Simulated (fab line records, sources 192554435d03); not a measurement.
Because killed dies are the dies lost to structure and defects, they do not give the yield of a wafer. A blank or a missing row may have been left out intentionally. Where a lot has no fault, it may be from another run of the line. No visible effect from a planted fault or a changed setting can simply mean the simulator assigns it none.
Which tool is to blame? | flow n5Finfet | Sampling: 24 lots, 72 wafers, 2 of 1938 route steps

WHAT EACH GAUGE READ, for each wafer
N5_BEOL_M8_OVL_MEAS_29.
lot  | measured     | on         | V7_OVL (nm)
L074 | day 9 07:44  | overlay-02 | 0.5 0.2 -0.5
L075 | day 9 16:53  | overlay-01 | 0.1 -0.3 -0.4
L077 | day 10 03:11 | overlay-02 | 0.1 -0.9 -1.0
L076 | day 10 17:37 | overlay-01 | -0.3 0.3 -0.3
L078 | day 11 04:36 | overlay-01 | 0.9 1.4 1.5
L079 | day 11 13:37 | overlay-01 | 0.1 0.6 0.3
L080 | day 12 00:47 | overlay-02 | -0.5 -0.4 -0.3
L082 | day 12 00:50 | overlay-01 | -0.1 0.2 0.4
L081 | day 12 04:32 | overlay-01 | 1.4 -0.1 0.5
L083 | day 12 13:32 | overlay-02 | 0.3 -1.3 0.9
L084 | day 12 13:21 | overlay-01 | 0.0 1.1 0.9
L086 | day 12 21:19 | overlay-02 | -0.2 -0.9 -0.3
L085 | day 12 21:15 | overlay-01 | 0.1 -0.1 0.4
L088 | day 13 03:49 | overlay-02 | 0.7 0.3 1.3
L087 | day 13 07:59 | overlay-01 | -1.0 -0.8 -0.3
L090 | day 13 13:22 | overlay-02 | -0.4 -0.8 -0.3
L089 | day 13 21:00 | overlay-02 | -0.6 0.1 0.9
L091 | day 14 06:02 | overlay-02 | 0.0 0.2 -0.5
L092 | day 14 06:07 | overlay-02 | 0.8 0.7 0.3
L093 | day 14 17:42 | overlay-01 | 0.3 0.0 1.4
L094 | day 15 01:42 | overlay-02 | 0.5 0.8 1.5
L095 | day 15 13:08 | overlay-01 | -0.8 -0.4 -0.1
L097 | day 15 19:22 | overlay-02 | -1.4 -1.4 -0.1
L096 | day 15 17:32 | overlay-02 | 0.4 0.5 0.2

EACH LOT AND THE TOOL THAT RAN IT (in order: tool; ch and the chambers of the sampled wafers; start)
lot  | N5_BEOL_M8_ETCH_62
L074 | rieDiel-04 ch 0,2, day 9 05:54
L075 | rieDiel-06 ch 0,3, day 9 15:59
L077 | rieDiel-01 ch 0,1,2, day 10 01:08
L076 | rieDiel-01 ch 0,2,3, day 10 15:50
L078 | rieDiel-04 ch 0,1,3, day 10 22:44
L079 | rieDiel-06 ch 1,2, day 11 12:43
L080 | rieDiel-04 ch 0,3, day 11 22:31
L082 | rieDiel-01 ch 0,2,3, day 11 22:40
L081 | rieDiel-06 ch 1,3, day 12 02:06
L083 | rieDiel-06 ch 0,1,3, day 12 11:05
L084 | rieDiel-04 ch 0,1,3, day 12 11:07
L086 | rieDiel-04 ch 0,2,3, day 12 17:37
L085 | rieDiel-01 ch 0,2,3, day 12 17:59
L088 | rieDiel-06 ch 1,3, day 13 01:42
L087 | rieDiel-06 ch 1,3, day 13 06:44
L090 | rieDiel-01 ch 0,3, day 13 10:02
L089 | rieDiel-06 ch 1,2,3, day 13 19:01
L091 | rieDiel-01 ch 2,3, day 14 04:15
L092 | rieDiel-01 ch 0,1,2, day 14 04:54
L093 | rieDiel-01 ch 0,3, day 14 16:52
L094 | rieDiel-01 ch 0,3, day 14 21:42
L095 | rieDiel-06 ch 0,2,3, day 15 12:13
L097 | rieDiel-04 ch 0,1,3, day 15 14:42
L096 | rieDiel-06 ch 1,2, day 15 16:14
- N5_BEOL_M8_ETCH_62: etches SOC in N2/H2, target depth 110 nm, overetch 22 nm, time 165 s.

AS READ BY THE TOOLS THEMSELVES (means over the sampled wafers that have a number; for cases with no such wafer, the mark the record gives instead)
N5_BEOL_M8_ETCH_62.
lot  | tool       | drypumpMotorCurrentA (A) | oesProductAu (a.u.) | rfFwdPowerW (W) | rfVppV (V) | showerheadPlenumPTorr (Torr) | throttleValvePct (%)
L074 | rieDiel-04 | 6.0                      | 0.63                | 840.4           | 523.3      | 2.50                         | 17.60
L075 | rieDiel-06 | 5.1                      | 0.67                | 834.2           | 523.4      | 2.53                         | 17.75
L077 | rieDiel-01 | 5.4                      | 0.67                | 836.7           | 523.4      | 2.54                         | 17.82
L076 | rieDiel-01 | 5.6                      | 0.74                | 838.3           | 523.5      | 2.55                         | 17.66
L078 | rieDiel-04 | 5.6                      | 0.70                | 840.6           | 523.1      | 2.51                         | 17.79
L079 | rieDiel-06 | 6.1                      | 0.71                | 836.4           | 527.4      | 2.66                         | 17.69
L080 | rieDiel-04 | 5.6                      | 0.66                | 837.9           | 520.5      | 2.44                         | 17.73
L082 | rieDiel-01 | 5.6                      | 0.72                | 835.3           | 523.7      | 2.54                         | 17.68
L081 | rieDiel-06 | 5.9                      | 0.71                | 838.7           | 525.5      | 2.62                         | 17.76
L083 | rieDiel-06 | 5.5                      | 0.67                | 838.2           | 526.1      | 2.59                         | 17.73
L084 | rieDiel-04 | 5.7                      | 0.68                | 837.5           | 523.0      | 2.50                         | 17.79
L086 | rieDiel-04 | 5.7                      | 0.63                | 837.6           | 521.7      | 2.47                         | 17.73
L085 | rieDiel-01 | 5.6                      | 0.71                | 838.7           | 523.2      | 2.54                         | 17.69
L088 | rieDiel-06 | 5.9                      | 0.71                | 837.2           | 526.6      | 2.62                         | 17.76
L087 | rieDiel-06 | 5.9                      | 0.71                | 836.2           | 525.4      | 2.62                         | 17.77
L090 | rieDiel-01 | 5.8                      | 0.73                | 839.0           | 523.4      | 2.55                         | 17.73
L089 | rieDiel-06 | 5.7                      | 0.69                | 836.6           | 525.1      | 2.57                         | 17.77
L091 | rieDiel-01 | 6.0                      | 0.73                | 839.1           | 522.5      | 2.48                         | 17.66
L092 | rieDiel-01 | 5.4                      | 0.70                | 836.0           | 523.3      | 2.53                         | 17.75
L093 | rieDiel-01 | 5.8                      | 0.72                | 838.2           | 523.9      | 2.55                         | 17.77
L094 | rieDiel-01 | 5.9                      | 0.72                | 838.1           | 524.1      | 2.55                         | 17.77
L095 | rieDiel-06 | 5.4                      | 0.72                | 836.5           | 523.5      | 2.54                         | 17.66
L097 | rieDiel-04 | 5.7                      | 0.67                | 837.8           | 522.5      | 2.49                         | 17.84
L096 | rieDiel-06 | 6.0                      | 0.67                | 837.3           | 525.6      | 2.60                         | 17.75

THE ANSWER, worked out from the rows above alone
Rule: the lots themselves supply what counts as usual. Put in order of their means at a reading, lots are off if they are a third of the lots or fewer, leave a main group of 4 or more, and stand apart from it by a gap of 3 or more times the standard deviation of the main group's means; of several such gaps the widest counts. If all means in a main group match to the digits the tables above print for the reading, that group is not used. Also off: a lot with no number at a reading for which 4 or more lots have one. Where the step has rows for the other lots, those lots are counted as sound. The gauges are gone through in route order, then the tools' own readings, and for those a lot's mean is taken as printed above. At the first step where some lot is off, the reading lying furthest off is the one used; lots without a number count as furthest.
Across all readings shown, no lot is off: no conclusion can be drawn from this.

WHAT THE SIMULATOR PUT IN
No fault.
